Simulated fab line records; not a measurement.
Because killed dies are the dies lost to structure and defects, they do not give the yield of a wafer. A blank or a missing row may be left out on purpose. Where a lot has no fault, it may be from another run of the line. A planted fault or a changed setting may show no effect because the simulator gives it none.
Matching of chambers || flow nand-harc || rie-diel-07 running NHARC_P_BONDPAD_ACTIVATE_29: 4 sister chambers
The step chemistry N2, time 60 s. 30 wafers are shown with their chamber, then 12 later ones without.

## WAFERS, EACH WITH ITS CHAMBER
{"wafer": "L074.1", "chamber": 3, "drypump-motor-current-A (A)": 5.3, "oes-product-au (a.u.)": 0.993, "rf-vpp-V (V)": 63.7}
{"wafer": "L074.3", "chamber": 2, "drypump-motor-current-A (A)": 5.4, "oes-product-au (a.u.)": 1.003, "rf-vpp-V (V)": 61.5}
{"wafer": "L074.4", "chamber": 0, "drypump-motor-current-A (A)": 6.3, "oes-product-au (a.u.)": 1.002, "rf-vpp-V (V)": 64.7}
{"wafer": "L076.1", "chamber": 3, "drypump-motor-current-A (A)": 5.3, "oes-product-au (a.u.)": 1.000, "rf-vpp-V (V)": 63.9}
{"wafer": "L076.2", "chamber": 2, "drypump-motor-current-A (A)": 5.4, "oes-product-au (a.u.)": 0.998, "rf-vpp-V (V)": 64.1}
{"wafer": "L076.6", "chamber": 1, "drypump-motor-current-A (A)": 4.9, "oes-product-au (a.u.)": 1.009, "rf-vpp-V (V)": 64.8}
{"wafer": "L077.1", "chamber": 2, "drypump-motor-current-A (A)": 5.4, "oes-product-au (a.u.)": 0.994, "rf-vpp-V (V)": 63.5}
{"wafer": "L077.2", "chamber": 3, "drypump-motor-current-A (A)": 5.3, "oes-product-au (a.u.)": 0.988, "rf-vpp-V (V)": 62.6}
{"wafer": "L077.4", "chamber": 0, "drypump-motor-current-A (A)": 6.3, "oes-product-au (a.u.)": 0.994, "rf-vpp-V (V)": 65.4}
{"wafer": "L081.2", "chamber": 2, "drypump-motor-current-A (A)": 5.4, "oes-product-au (a.u.)": 0.998, "rf-vpp-V (V)": 63.3}
{"wafer": "L081.3", "chamber": 3, "drypump-motor-current-A (A)": 5.3, "oes-product-au (a.u.)": 0.984, "rf-vpp-V (V)": 63.7}
{"wafer": "L081.4", "chamber": 1, "drypump-motor-current-A (A)": 4.9, "oes-product-au (a.u.)": 1.014, "rf-vpp-V (V)": 64.8}
{"wafer": "L080.1", "chamber": 2, "drypump-motor-current-A (A)": 5.4, "oes-product-au (a.u.)": 0.997, "rf-vpp-V (V)": 64.6}
{"wafer": "L080.4", "chamber": 0, "drypump-motor-current-A (A)": 6.3, "oes-product-au (a.u.)": 1.010, "rf-vpp-V (V)": 63.4}
{"wafer": "L080.5", "chamber": 0, "drypump-motor-current-A (A)": 6.3, "oes-product-au (a.u.)": 0.996, "rf-vpp-V (V)": 65.0}
{"wafer": "L083.1", "chamber": 2, "drypump-motor-current-A (A)": 5.4, "oes-product-au (a.u.)": 1.003, "rf-vpp-V (V)": 64.1}
{"wafer": "L083.2", "chamber": 0, "drypump-motor-current-A (A)": 6.3, "oes-product-au (a.u.)": 1.003, "rf-vpp-V (V)": 64.1}
{"wafer": "L083.5", "chamber": 1, "drypump-motor-current-A (A)": 5.0, "oes-product-au (a.u.)": 1.011, "rf-vpp-V (V)": 64.3}
{"wafer": "L082.1", "chamber": 0, "drypump-motor-current-A (A)": 6.3, "oes-product-au (a.u.)": 0.997, "rf-vpp-V (V)": 63.5}
{"wafer": "L082.2", "chamber": 3, "drypump-motor-current-A (A)": 5.3, "oes-product-au (a.u.)": 0.986, "rf-vpp-V (V)": 64.4}
{"wafer": "L082.4", "chamber": 1, "drypump-motor-current-A (A)": 5.0, "oes-product-au (a.u.)": 0.999, "rf-vpp-V (V)": 63.2}
{"wafer": "L084.3", "chamber": 2, "drypump-motor-current-A (A)": 5.3, "oes-product-au (a.u.)": 0.991, "rf-vpp-V (V)": 63.3}
{"wafer": "L084.4", "chamber": 0, "drypump-motor-current-A (A)": 6.3, "oes-product-au (a.u.)": 1.013, "rf-vpp-V (V)": 64.5}
{"wafer": "L084.5", "chamber": 2, "drypump-motor-current-A (A)": 5.4, "oes-product-au (a.u.)": 0.996, "rf-vpp-V (V)": 64.3}
{"wafer": "L087.2", "chamber": 1, "drypump-motor-current-A (A)": 4.9, "oes-product-au (a.u.)": 1.010, "rf-vpp-V (V)": 64.8}
{"wafer": "L087.3", "chamber": 0, "drypump-motor-current-A (A)": 6.3, "oes-product-au (a.u.)": 0.993, "rf-vpp-V (V)": 64.3}
{"wafer": "L087.5", "chamber": 3, "drypump-motor-current-A (A)": 5.3, "oes-product-au (a.u.)": 0.993, "rf-vpp-V (V)": 64.3}
{"wafer": "L085.3", "chamber": 2, "drypump-motor-current-A (A)": 5.4, "oes-product-au (a.u.)": 0.993, "rf-vpp-V (V)": 65.6}
{"wafer": "L085.4", "chamber": 1, "drypump-motor-current-A (A)": 5.0, "oes-product-au (a.u.)": 1.021, "rf-vpp-V (V)": 63.0}
{"wafer": "L085.5", "chamber": 1, "drypump-motor-current-A (A)": 4.9, "oes-product-au (a.u.)": 1.007, "rf-vpp-V (V)": 65.1}

SIGNATURES (averages over the wafers above)
{"reading": "drypump-motor-current-A", "chamber 0": 6.300, "chamber 1": 4.943, "chamber 2": 5.389, "chamber 3": 5.300, "scatter within a chamber": 0.0316}
{"reading": "oes-product-au", "chamber 0": 1.00100, "chamber 1": 1.01014, "chamber 2": 0.99700, "chamber 3": 0.99067, "scatter within a chamber": 0.00608}
{"reading": "rf-vpp-V", "chamber 0": 64.362, "chamber 1": 64.286, "chamber 2": 63.811, "chamber 3": 63.767, "scatter within a chamber": 0.875}
Rule: for a wafer and a chamber, the distance is found by dividing, reading by reading, the gap between the wafer's reading and the chamber's mean by the reading's scatter, squaring, summing and taking the root. The wafer belongs to the nearest chamber; if the next one is less than 2 further off, it can't be placed. How the scatter is found: for the shown wafers, subtract from each reading the mean of its chamber, square and add these, divide the total by (wafers less chambers), then take the root.

## WAFERS WITHOUT THEIR CHAMBER
{"wafer": "L093.1", "drypump-motor-current-A (A)": 5.4, "oes-product-au (a.u.)": 1.015, "rf-vpp-V (V)": 66.1}
{"wafer": "L093.3", "drypump-motor-current-A (A)": 6.3, "oes-product-au (a.u.)": 0.988, "rf-vpp-V (V)": 65.7}
{"wafer": "L093.5", "drypump-motor-current-A (A)": 5.4, "oes-product-au (a.u.)": 1.004, "rf-vpp-V (V)": 63.0}
{"wafer": "L094.2", "drypump-motor-current-A (A)": 5.0, "oes-product-au (a.u.)": 1.017, "rf-vpp-V (V)": 64.3}
{"wafer": "L094.4", "drypump-motor-current-A (A)": 6.3, "oes-product-au (a.u.)": 1.003, "rf-vpp-V (V)": 64.2}
{"wafer": "L094.6", "drypump-motor-current-A (A)": 5.4, "oes-product-au (a.u.)": 1.009, "rf-vpp-V (V)": 63.8}
{"wafer": "L097.1", "drypump-motor-current-A (A)": 5.3, "oes-product-au (a.u.)": 0.998, "rf-vpp-V (V)": 64.6}
{"wafer": "L097.2", "drypump-motor-current-A (A)": 5.3, "oes-product-au (a.u.)": 1.010, "rf-vpp-V (V)": 65.0}
{"wafer": "L097.5", "drypump-motor-current-A (A)": 5.0, "oes-product-au (a.u.)": 1.020, "rf-vpp-V (V)": 64.7}
{"wafer": "L096.3", "drypump-motor-current-A (A)": 5.3, "oes-product-au (a.u.)": 1.015, "rf-vpp-V (V)": 62.5}
{"wafer": "L096.4", "drypump-motor-current-A (A)": 4.9, "oes-product-au (a.u.)": 1.027, "rf-vpp-V (V)": 64.6}
{"wafer": "L096.5", "drypump-motor-current-A (A)": 6.3, "oes-product-au (a.u.)": 0.993, "rf-vpp-V (V)": 64.5}

## CHAMBER TAKEN BY EACH
{"wafer": "L093.1", "from the rows above": "can't be placed: 2 or 3", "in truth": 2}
{"wafer": "L093.3", "from the rows above": 0, "in truth": 0}
{"wafer": "L093.5", "from the rows above": 2, "in truth": 2}
{"wafer": "L094.2", "from the rows above": 1, "in truth": 1}
{"wafer": "L094.4", "from the rows above": 0, "in truth": 0}
{"wafer": "L094.6", "from the rows above": 2, "in truth": 2}
{"wafer": "L097.1", "from the rows above": "can't be placed: 3 or 2", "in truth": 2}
{"wafer": "L097.2", "from the rows above": "can't be placed: 3 or 2", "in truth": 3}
{"wafer": "L097.5", "from the rows above": 1, "in truth": 1}
{"wafer": "L096.3", "from the rows above": "can't be placed: 3 or 2", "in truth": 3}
{"wafer": "L096.4", "from the rows above": 1, "in truth": 1}
{"wafer": "L096.5", "from the rows above": 0, "in truth": 0}
Correct placement for 8 of the 12. Unplaceable from these rows: 4, with the true chamber sitting among the candidates in 4. Wrongly placed: 0.
